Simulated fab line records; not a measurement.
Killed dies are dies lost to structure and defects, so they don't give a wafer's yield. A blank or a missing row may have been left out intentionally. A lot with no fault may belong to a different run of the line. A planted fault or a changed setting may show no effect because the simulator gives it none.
fab line records | flow nandHarc
record lots=6 | wafers=18 | lastDay=31
route steps=1302 shown P_GATE@128 END@1302
lots with no fault: from the same line, run without faults
startH: the number of hours between the record's first day and the start of the first shown wafer of the lot | waitH: hours since the lot's step before | " as in the row above | L1.1+2: a row that stands for several wafers | - no value present, or no start provided | * or withheld: withheld | < > ~ a bound
route shown NAME@n: a module of which the file shows steps, and the number in the route of the first | usual: mean/standard deviation taken from wafers without a fault | same: alike in all rows | chamber/n: place in a boat | sites: the reading at each site | _std_site: standard deviation of those values | _edge_site: the outer-site mean with the inner-site mean subtracted | radiusMm: for every site, how far away it sits from the centre of the wafer | mask NAME#n: copy n | behind: the tool/chamber that last shaped the wafer | hold: why the lot was held/for how many hours/how that ended | device: the transistor (n, p or np) that didn't switch | end of line: tests run on the same wafers once the route is complete | a step given without rows: its recipe and nothing more | killed: dies lost to structure and defects at the first sort, not the wafer's yield | map: a wafer's dies, marking killed ones x, the rest . and places with no die _
set.NAME: setting as actually run; set.NAME@STEP: the setting as run at that earlier step | model.NAME: the simulator's own value behind a step, which no gauge read
a table for each step, a row for each wafer; lots at some steps of the route
services: from which hour (startH, from the record's first day; less than 0 if before it) a tool's chamber was out of use, for how many hours, and why
## steps
# step NHARC_P_GATE_SRD_72
# step NHARC_P_GATE_OXIDE_16
# recipe targetThkA=30 | tempC=875 | oxTimeS=392 | material=SiO2
# step NHARC_P_GATE_CVD_17
# recipe targetThkA=1500 | tempC=620 | timeS=900 | material=poly-Si
# step NHARC_P_GATE_HM_DEP_102
# recipe targetThkA=1200 | tempC=400 | material=aC
# usual throttleValvePct=35.000/0.0095
lot.wafer | tool      | chamber | startH | waitH | throttleValvePct
L816.1    | aclDep-03 | 0       | 147.21 | 1.5   | 34.984
L816.4    | "         | 0       | "      | "     | 35.007
L816.5    | "         | 0       | "      | "     | 34.985
L823.2    | aclDep-02 | 0       | 209.37 | 5.8   | 34.997
L823.3    | "         | 0       | "      | "     | 35.005
L823.5    | "         | 0       | "      | "     | 34.993
L827.4    | aclDep-03 | 0       | 243.88 | 0.7   | 35.012
L827.5    | "         | 0       | "      | "     | 34.994
L827.6    | "         | 0       | "      | "     | 35.004
L828.2    | aclDep-01 | 0       | 250.32 | 0.5   | 34.991
L828.3    | "         | 0       | "      | "     | 35.020
L828.4    | "         | 0       | "      | "     | 35.006
L829.1    | aclDep-02 | 0       | 262.00 | 0.4   | 34.990
L829.3    | "         | 0       | "      | "     | 34.988
L829.4    | "         | 0       | "      | "     | 35.009
L831.3    | aclDep-03 | 0       | 282.73 | 1.6   | 34.998
L831.4    | "         | 0       | "      | "     | 34.996
L831.6    | "         | 0       | "      | "     | 34.986
# step NHARC_P_GATE_DEP_103
# recipe targetThkA=300 | targetThkNm=30 | tempC=400 | flowSccm=200 | rfW=350 | material=SiON
# usual heaterPowerW=733/81
lot.wafer | tool     | chamber | startH | waitH | heaterPowerW
L816.1    | pecvd-03 | 2       | 147.87 | 0.6   | 677
L816.4    | "        | 2       | "      | "     | 684
L816.5    | "        | 0       | "      | "     | 772
L823.3    | pecvd-04 | 1       | 209.95 | 0.4   | 740
L823.2    | "        | 0       | "      | "     | 626
L823.5    | "        | 1       | "      | "     | 749
L827.4    | pecvd-03 | 2       | 244.36 | 0.4   | 562
L827.5    | "        | 0       | "      | "     | 792
L827.6    | "        | 1       | "      | "     | 786
L828.2    | pecvd-04 | 1       | 250.87 | 0.4   | 723
L828.3    | "        | 2       | "      | "     | 718
L828.4    | "        | 1       | "      | "     | 723
L829.1    | pecvd-04 | 0       | 262.66 | 0.6   | 707
L829.3    | "        | 2       | "      | "     | 856
L829.4    | "        | 2       | "      | "     | 882
L831.3    | pecvd-04 | 0       | 283.21 | 0.4   | 710
L831.4    | "        | 2       | "      | "     | 873
L831.6    | "        | 1       | "      | "     | 743
# step NHARC_P_GATE_DEHYDRATE_18
# recipe tempC=150 | timeS=120
# step NHARC_P_GATE_HMDS_19
# recipe timeS=30
# step NHARC_P_GATE_COAT_20
# recipe spinRpm=1500 | resistThkNm=90
# step NHARC_P_GATE_SOFTBAKE_21
# recipe tempC=105 | timeS=55
# step NHARC_P_GATE_EBR_22
# step NHARC_P_GATE_EXPOSE_23
# recipe na=1.35 | targetCdNm=120 | doseMj=93.91 | maskId=P_GATE
# step NHARC_P_GATE_PEB_24
# recipe pebTempC=100 | pebTimeS=65
# step NHARC_P_GATE_DEVELOP_25
# recipe developTimeS=35 | devTempC=23
# usual developerTempC=23.01/0.11
lot.wafer | tool          | chamber | startH | waitH | developerTempC
L816.1    | lithoTrack-04 | 0       | 148    | -     | 22.87
L816.4    | "             | 0       | "      | "     | 22.96
L816.5    | "             | 0       | "      | "     | 22.93
L823.2    | lithoTrack-06 | 0       | 210    | -     | 23.08
L823.3    | "             | 0       | "      | "     | 22.99
L823.5    | "             | 0       | "      | "     | 22.97
L827.4    | lithoTrack-04 | 0       | 244    | -     | 20.70
L827.5    | "             | 0       | "      | "     | 20.84
L827.6    | "             | 0       | "      | "     | 20.77
L828.2    | lithoTrack-04 | 0       | 251    | -     | 20.70
L828.3    | "             | 0       | "      | "     | 20.64
L828.4    | "             | 0       | "      | "     | 20.88
L829.1    | lithoTrack-06 | 0       | 263    | -     | 23.11
L829.3    | "             | 0       | "      | "     | 23.29
L829.4    | "             | 0       | "      | "     | 23.09
L831.3    | lithoTrack-06 | 0       | 283    | -     | 22.84
L831.4    | "             | 0       | "      | "     | 23.05
L831.6    | "             | 0       | "      | "     | 23.17
# step NHARC_P_GATE_CD_MEAS_26
# recipe targetCdNm=120 | landingEnergyEv=500
# usual cdNm=120.2/0.61
# same landingEnergyEv=500
lot.wafer | tool     | chamber | startH | waitH | cdNm
L816.1    | cdSem-02 | 0       | 148.55 | -     | 120.7
L816.4    | "        | 0       | "      | "     | 119.5
L816.5    | "        | 0       | "      | "     | 119.3
L823.2    | cdSem-03 | 0       | 210.63 | -     | 121.4
L823.3    | "        | 0       | "      | "     | 120.7
L823.5    | "        | 0       | "      | "     | 121.1
L827.4    | cdSem-03 | 0       | 244.99 | -     | 120.9
L827.5    | "        | 0       | "      | "     | 121.1
L827.6    | "        | 0       | "      | "     | 120.6
L828.2    | cdSem-01 | 0       | 251.43 | -     | 120.1
L828.3    | "        | 0       | "      | "     | 120.5
L828.4    | "        | 0       | "      | "     | 120.3
L829.1    | cdSem-03 | 0       | 263.22 | -     | 120.0
L829.3    | "        | 0       | "      | "     | 119.6
L829.4    | "        | 0       | "      | "     | 119.5
L831.3    | cdSem-02 | 0       | 283.89 | -     | 121.0
L831.4    | "        | 0       | "      | "     | 120.9
L831.6    | "        | 0       | "      | "     | 121.2
# step NHARC_END_SORT_01
# recipe tempC=25
# usual killedAtArray=49/18 | killedAtOther=0.8/1 | killedAtPeriphery=4.2/2.8 | killedDies=54/18 | killedOpen=3.0/1.7 | killedShort=2.5/1.6
# same grossDies=677
lot.wafer | tool      | chamber | startH | waitH | killedAtArray | killedAtOther | killedAtPeriphery | killedDies | killedOpen | killedShort
L816.1    | prober-02 | 0       | 632.32 | 2.5   | 32            | 2             | 1                 | 35         | 1          | 5
L816.4    | prober-02 | 0       | 634.74 | 3.4   | 61            | 0             | 7                 | 68         | 2          | 4
L816.5    | prober-02 | 0       | 635.54 | 3.7   | 27            | 1             | 4                 | 32         | 3          | 1
L823.2    | prober-01 | 0       | 681.08 | 2.8   | 34            | 1             | 8                 | 43         | 7          | 0
L823.3    | prober-01 | 0       | 681.89 | 3.1   | 27            | 2             | 3                 | 32         | 2          | 0
L823.5    | prober-01 | 0       | 683.52 | 3.7   | 38            | 1             | 2                 | 41         | 2          | 2
L828.2    | prober-01 | 0       | 740.66 | 2.8   | 48            | 0             | 4                 | 52         | 0          | 3
L828.3    | prober-01 | 0       | 741.46 | 3.1   | 63            | 1             | 8                 | 72         | 3          | 0
L828.4    | prober-01 | 0       | 742.26 | 3.4   | 60            | 0             | 7                 | 67         | 3          | 0
# killed by level:class
L816.1 A_CHANNEL_HOLE_D1:chamberFilmFlake=12 A_CHANNEL_HOLE_D2:chamberFilmFlake=10 A_CHANNEL_FILL_D1:chamberFilmFlake=4 A_ONON_D1:geometricParticle:short=2 A_ONON_D2:geometricParticle:short=2 A_WL_FILL:geometricParticle:short=1 STARTING-WAFER:geometricParticle:open=1 P_ZERO_WELL:chamberFilmFlake=1
L816.4 A_CHANNEL_HOLE_D1:chamberFilmFlake=37 A_CHANNEL_HOLE_D2:chamberFilmFlake=18 P_ZERO_WELL:chamberFilmFlake=3 P_M0:chamberFilmFlake=2 A_CONTACT:chamberFilmFlake=2 P_M0:geometricParticle:open=1 P_M1:geometricParticle:open=1 A_ONON_D1:geometricParticle:short=1
L816.5 A_CHANNEL_HOLE_D2:chamberFilmFlake=12 A_CHANNEL_HOLE_D1:chamberFilmFlake=9 A_SLIT:chamberFilmFlake=3 P_CONTACT:geometricParticle:open=2 A_CHANNEL_FILL_D1:chamberFilmFlake=2 P_GATE:geometricParticle:open=1 A_DECK1_JOINT:geometricParticle:short=1 P_M0:chamberFilmFlake=1
L823.2 A_CHANNEL_HOLE_D1:chamberFilmFlake=22 A_ZERO_WELL:chamberFilmFlake=4 P_CONTACT:geometricParticle:open=2 A_CHANNEL_FILL_D1:geometricParticle:open=2 P_M2:chamberFilmFlake=2 P_STI:geometricParticle:open=1 P_M0:geometricParticle:open=1 P_M2:geometricParticle:open=1
L823.3 A_CHANNEL_HOLE_D1:chamberFilmFlake=16 A_CHANNEL_FILL_D1:chamberFilmFlake=3 P_M2:chamberFilmFlake=2 A_WL_FILL:chamberFilmFlake=2 THIN_TSV:chamberFilmFlake=2 P_M0:geometricParticle:open=1 A_CHANNEL_HOLE_D1:geometricParticle:open=1 A_ZERO_WELL:chamberFilmFlake=1
L823.5 A_CHANNEL_HOLE_D1:chamberFilmFlake=25 P_M2:chamberFilmFlake=2 A_ZERO_WELL:chamberFilmFlake=2 A_SLIT:chamberFilmFlake=2 A_DECK1_JOINT:geometricParticle:open=1 A_DECK1_JOINT:geometricParticle:short=1 A_SGD_CUT:geometricParticle:open=1 A_WL_FILL:geometricParticle:short=1
L828.2 A_CHANNEL_HOLE_D1:chamberFilmFlake=18 A_CHANNEL_HOLE_D2:chamberFilmFlake=11 A_CONTACT:chamberFilmFlake=5 A_BONDPAD:chamberFilmFlake=4 A_SLIT:chamberFilmFlake=4 P_CONTACT:chamberFilmFlake=2 A_DECK1_JOINT:chamberFilmFlake=2 A_STAIRCASE:chamberFilmFlake=2
L828.3 A_CHANNEL_HOLE_D1:chamberFilmFlake=35 A_CHANNEL_HOLE_D2:chamberFilmFlake=11 A_CONTACT:chamberFilmFlake=5 A_SLIT:chamberFilmFlake=5 P_GATE:chamberFilmFlake=3 A_DECK1_JOINT:chamberFilmFlake=2 P_CONTACT:chamberFilmFlake=2 A_STAIRCASE:chamberFilmFlake=2
L828.4 A_CHANNEL_HOLE_D2:chamberFilmFlake=22 A_CHANNEL_HOLE_D1:chamberFilmFlake=17 A_SLIT:chamberFilmFlake=10 A_CONTACT:chamberFilmFlake=5 P_CONTACT:chamberFilmFlake=4 A_STAIRCASE:chamberFilmFlake=2 P_GATE:geometricParticle:open=1 A_ONON_D2:geometricParticle:open=1
## services
tool          | chamber | startH | hours | kind
pecvd-03      | 2       | 176.66 | 13.6  | repair
lithoTrack-06 | -       | 179.00 | 7.0   | pm
pecvd-03      | -       | 185.00 | 13.0  | pm
pecvd-03      | 0       | 185.00 | 13.0  | ventCycle
pecvd-03      | 1       | 185.00 | 13.0  | ventCycle
aclDep-01     | -       | 186.40 | 13.0  | pm
pecvd-03      | 0       | 198.00 | -     | clean
pecvd-03      | 1       | 198.00 | -     | clean
pecvd-03      | 2       | 198.00 | -     | clean
lithoTrack-04 | -       | 203.00 | 7.0   | pm
pecvd-03      | 2       | 204.11 | 4.7   | repair
aclDep-02     | -       | 244.83 | 13.0  | pm
aclDep-03     | -       | 267.13 | 5.3   | repair
## key
firstSign step=NHARC_P_GATE_DEVELOP_25 | reading=developerTempC | direction=down | sigmas=20 | usual=* | struck=*
effect none on later readings
metAt NHARC_P_GATE_DEVELOP_25
struckWafers L827.4,L827.5,L827.6,L828.2,L828.3,L828.4
testerLeftOut L827,L828
onsetBetween 148 244
fault kind=processParameterDrift | tool=lithoTrack-04 | chamber=- | onsetH=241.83 | steps=NHARC_P_GATE_DEVELOP_25 | channel=devTempC | offset=* | shape=step | endH=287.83 | actsIn=* | stated=*
# testerLeftOut: of these lots the tester's yield and bins aren't shown, on N5 and GAA mostly nor the transistor test; their killed dies are dies lost to structure and defects alone, not to doping, threshold or leakage, so they don't give the yield
